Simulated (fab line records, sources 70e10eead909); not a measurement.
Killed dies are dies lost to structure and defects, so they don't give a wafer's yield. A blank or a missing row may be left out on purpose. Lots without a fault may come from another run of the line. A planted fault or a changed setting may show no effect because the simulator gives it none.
A struck lot beside a sound one | flow nand_harc | 14 steps out of a route of 1302
Sound: wafers L480.1, L480.4, L480.6. Struck: wafer L499.3. (L499.1, L499.2 of the same lot were not struck and are left out.) The cause comes at the end.
At each step with rows: each side's tool, then ch and its chambers, then its first start. Under that, the readings that differ: sound wafers | struck wafers | difference of the means | sigmas: that difference in standard deviations of wafers without a fault.
alike: readings whose means differ by less than 2 such deviations, and words and numbers that are the same on both sides. not compared: withheld readings, readings that some wafer has no value for, bounds like >300 that may hide the same value, and numbers for which the record gives no deviation and whose values overlap.
The two part at a step that has a row with sigmas, a row that says differs or no value, or rows on one side only. Numbers that don't overlap but have no deviation are shown without sigmas and don't part them. A reading that every wafer of one side lacks parts them only if that side has two wafers or more.

first, 7 steps without rows for these wafers: NHARC_P_M0_COAT_33 (time 65 s); NHARC_P_M0_COAT_03 (resist thk 90 nm); NHARC_P_M0_SOFTBAKE_04 (time 55 s); NHARC_P_M0_EBR_05; NHARC_P_M0_EXPOSE_06 (exposes mask P M0, target cd 90 nm); NHARC_P_M0_PEB_07 (peb time 65 s); NHARC_P_M0_DEVELOP_08 (develop time 35 s).
NHARC_P_M0_CD_MEAS_09: target cd 90 nm.
  sound on cd_sem-03 ch 0, day 6 11:07; struck on cd_sem-01 ch 0, day 14 01:53
  alike: cd_nm
NHARC_P_M0_OVL_MEAS_10: pitch 180 nm.
  sound on overlay-01, day 6 11:13; struck on overlay-01, day 14 01:58
  alike: overlay_x_nm, overlay_y_nm
NHARC_P_M0_INSPECT_11:
  sound on defect_inspect-01, day 6 11:14; struck on defect_inspect-02, day 14 02:01
  alike: raw_defect_count
NHARC_P_M0_DESCUM_14: chemistry O2, time 3 s.
  sound on rie_diel-04 ch 1,2, day 6 11:18; struck on rie_diel-04 ch 3, day 14 02:04
  alike: drypump_motor_current_A, oes_product_au, rf_vpp_V, showerhead_plenum_p_Torr, throttle_valve_pct
  not compared: rf_hours_counter_h
NHARC_P_M0_ETCH_34: etches the open film in N2/H2, target depth 40 nm, overetch 12 nm, time 43.94 s.
  sound on rie_diel-04 ch 1,2,3, day 6 11:31; struck on rie_diel-04 ch 0, day 14 02:10
  alike: drypump_motor_current_A, h2_flow_sccm, oes_product_au, rf_vpp_V, run_length_s, showerhead_plenum_p_Torr, throttle_valve_pct
  not compared: rf_hours_counter_h
NHARC_P_M0_ETCH_15: etches the open film in C4F8/Ar, target depth 150 nm, overetch 15 nm, time 82.5 s.
  sound on rie_diel-04 ch 0,2, day 6 11:40; struck on rie_diel-04 ch 1, day 14 02:16
  reading          | sound             | struck | difference | sigmas
  run_length_s (s) | 103.2 104.4 105.1 | 93.6   | -10.6      | -20
  alike: oes_product_au, rf_vpp_V
  not compared: rf_hours_counter_h
NHARC_P_M0_CD_MEAS_16:
  sound on cd_sem-01, day 6 11:47; struck on cd_sem-02, day 14 02:25
  alike: cd_nm

WHERE THEY PART
Only at NHARC_P_M0_ETCH_15, within this record. Later steps at which nothing parts them and some readings are alike: NHARC_P_M0_CD_MEAS_16.

WHY: what the simulator had put in
Process parameter drift: rie_diel-04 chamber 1, from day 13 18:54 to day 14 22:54, at NHARC_P_M0_ETCH_15. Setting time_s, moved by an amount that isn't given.
